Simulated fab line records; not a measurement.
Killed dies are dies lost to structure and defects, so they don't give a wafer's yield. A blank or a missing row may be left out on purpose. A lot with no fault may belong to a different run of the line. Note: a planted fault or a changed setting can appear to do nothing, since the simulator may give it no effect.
Comparing a struck lot with a sound one / flow n5_finfet / 40 out of 1938 route steps
Sound: wafers L170.2, L170.5, L170.6. The struck wafers were L178.4, L178.5, L178.6. At the end, the cause is stated.
Order at every step that has rows: each side's tool, ch and its chambers, its first start. Under that, the readings that differ: sound wafers / struck wafers / difference of the means / sigmas: that difference in standard deviations of wafers without a fault.
alike: words and numbers the same on both sides, and readings whose means are apart by under 2 such deviations; not compared: readings that were withheld, readings missing a value for some wafer, numbers with overlapping values and no deviation given by the record, and bounds like >300 which may hide the same value.
Wherever a step has rows on one side only, a row that says differs or no value, or a row with sigmas, the two part there. Numbers that don't overlap but have no deviation are shown without sigmas and don't part them. A reading missing from all wafers of one side parts the sides only when that side holds two or more wafers.

first, 12 steps without rows for these wafers: N5_HKMG_FIN_DESCUM_53 (chemistry O2, time 7.9 s); N5_HKMG_FIN_ETCH_54 (etches SiARC in CF4, target depth 45.5 nm, time 75.8 s); N5_HKMG_FIN_ETCH_55 (etches SOC in N2/H2, target depth 240 nm, time 300 s); N5_HKMG_FIN_STRIP_56 (strips in N2/H2); N5_HKMG_FIN_STRIP_57 (strips in CF4); N5_HKMG_FIN_ETCH_58 (etches SOC in N2/H2, target depth 215.8 nm, time 741 s); N5_HKMG_FIN_STRIP_93 (strips SOC in N2/H2, time 20 s); N5_HKMG_FIN_WET_ETCH_76 (etches Al2O3 in dNH4OH, stops on La2O3, target depth 2.25 nm, rinse time 30 s); N5_HKMG_FIN_STRIP_60 (strips in N2/H2, time 360 s); N5_HKMG_FIN_WET_ETCH_77 (etches La2O3 in dHCl, stops on HfO2, target depth 2 nm); N5_HKMG_FIN_WET_ETCH_78 (etches Al2O3 in dNH4OH, stops on La2O3, target depth 4.5 nm, rinse time 30 s); N5_HKMG_FIN_ALD_79 (deposits TiN, target thk 1.5 nm, pulse time 1 s, purge time 3 s).
N5_HKMG_FIN_CVD_62: deposits a-Si from Si2H6, target thk 3 nm, time 20.8 s.
  sound on thermal_cvd_si-01 ch 1,2, day 5 13:48; struck on thermal_cvd_si-01 ch 0,1,2, day 7 14:46
  no value came back on the struck wafers for chamber_pressure_Torr (Torr), heater_power_outer_w (W), heater_power_w (W); on the sound wafers chamber_pressure_Torr (Torr) reads 0.9968 0.9986 1.0013
then, 25 steps without rows for these wafers: N5_HKMG_FIN_RTA_80 (time 2 s); N5_HKMG_FIN_PRECLEAN_64 (cleans in dHF, time 30 s); N5_HKMG_FIN_WET_ETCH_65 (etches a-Si in TMAH, stops on TiN, time 49 s, target depth 3 nm); N5_HKMG_FIN_WET_ETCH_81 (etches TiN in SC1, stops on HfO2, time 57 s, target depth 6 nm); N5_HKMG_FIN_WET_ETCH_82 (etches La2O3 in dHCl, stops on HfO2, target depth 2 nm, rinse time 30 s); N5_HKMG_FIN_ALD_36 (deposits TiN, target thk 1 nm, pulse time 1 s, purge time 3 s); N5_HKMG_FIN_PWFM_ALD_03 (deposits TiN, target thk 2 nm, pulse time 1 s, purge time 3 s); N5_HKMG_FIN_COAT_29 (time 60 s, resist thk 300 nm); N5_HKMG_FIN_COAT_30 (time 60 s, resist thk 35 nm); N5_HKMG_FIN_COAT_06 (resist thk 90 nm); N5_HKMG_FIN_EBR_08; N5_HKMG_FIN_SOFTBAKE_07 (time 60 s); N5_HKMG_FIN_EXPOSE_09 (exposes mask NWFM); N5_HKMG_FIN_PEB_10 (peb time 60 s); N5_HKMG_FIN_DEVELOP_11 (develop time 30 s); N5_HKMG_FIN_DESCUM_17 (chemistry O2, time 7.9 s); N5_HKMG_FIN_ETCH_31 (etches SiARC in CF4, target depth 45.5 nm, time 75.8 s); N5_HKMG_FIN_ETCH_32 (etches SOC in N2/H2, target depth 240 nm, time 300 s); N5_HKMG_FIN_STRIP_33 (strips in N2/H2); N5_HKMG_FIN_STRIP_34 (strips in CF4); N5_HKMG_FIN_ETCH_35 (etches SOC in N2/H2, target depth 215.8 nm, time 243.4 s); N5_HKMG_FIN_STRIP_92 (strips SOC in N2/H2, time 20 s); N5_HKMG_FIN_WET_ETCH_18 (etches TiN in SC1, time 55 s, target depth 5.2 nm, rinse time 30 s); N5_HKMG_FIN_STRIP_19 (strips in N2/H2, time 360 s); N5_HKMG_FIN_ALD_91 (deposits TiN, target thk 1 nm, pulse time 1 s, purge time 3 s).
-- the record jumps here: 5 days lie between the struck wafers' starts before and after (it left off in module HKMG_FIN and takes up again in module BEOL_M4, whose first step shown is number 1111 of the route) --
N5_BEOL_M4_RC_MEAS_101:
  sound on prober-01 ch 0, day 9 06:37; struck on prober-01 ch 0, day 12 05:18
reading=DIBL_N (mV/V); sound=35.9 33.3 34.7; struck=39.9 39.2 38.6; difference=+4.6; sigmas=+2
reading=EOT_N; sound=10.40 10.43 10.40; struck=11.95 11.83 11.93; difference=+1.49; sigmas=+17
reading=EOT_P; sound=10.34 10.47 10.39; struck=11.90 11.79 11.94; difference=+1.48; sigmas=+16
reading=IGATE_N (nA/um); sound=0.0143 0.0133 0.0156; struck=0.0025 0.0026 0.0023; difference=-0.0119; sigmas=-7
reading=IGATE_P (nA/um); sound=0.0043 0.0040 0.0048; struck=0.0007 0.0008 0.0007; difference=-0.0036; sigmas=-7
reading=IOFF_P (nA/um); sound=0.19 0.16 0.21; struck=0.34 0.32 0.33; difference=+0.14; sigmas=+4
reading=IOFF_P_LIN (nA/um); sound=0.093 0.080 0.099; struck=0.159 0.150 0.160; difference=+0.066; sigmas=+5
reading=ION_N (uA/um); sound=696 678 692; struck=664 642 668; difference=-31; sigmas=-2
reading=VT_P (mV); sound=-250.6 -255.6 -249.1; struck=-239.4 -244.4 -239.4; difference=+10.7; sigmas=+4
  alike: DIBL_P, IOFF_N, ION_P, SS_N, SS_P, VT_N
-- a jump in the record: the struck wafers' starts before and after are 4 days apart (it breaks off in module BEOL_M4 and resumes in module PASSIVATION, where the first step shown is number 1936 of the route) --
N5_PASSIVATION_PROBE_49:
  record: rows for the struck wafers here (prober-01, day 16 10:47), none for the sound ones

== WHERE THEY PART ==
Last at N5_PASSIVATION_PROBE_49 as far as this record goes, first at N5_HKMG_FIN_CVD_62.

WHY: the cause the simulator had injected
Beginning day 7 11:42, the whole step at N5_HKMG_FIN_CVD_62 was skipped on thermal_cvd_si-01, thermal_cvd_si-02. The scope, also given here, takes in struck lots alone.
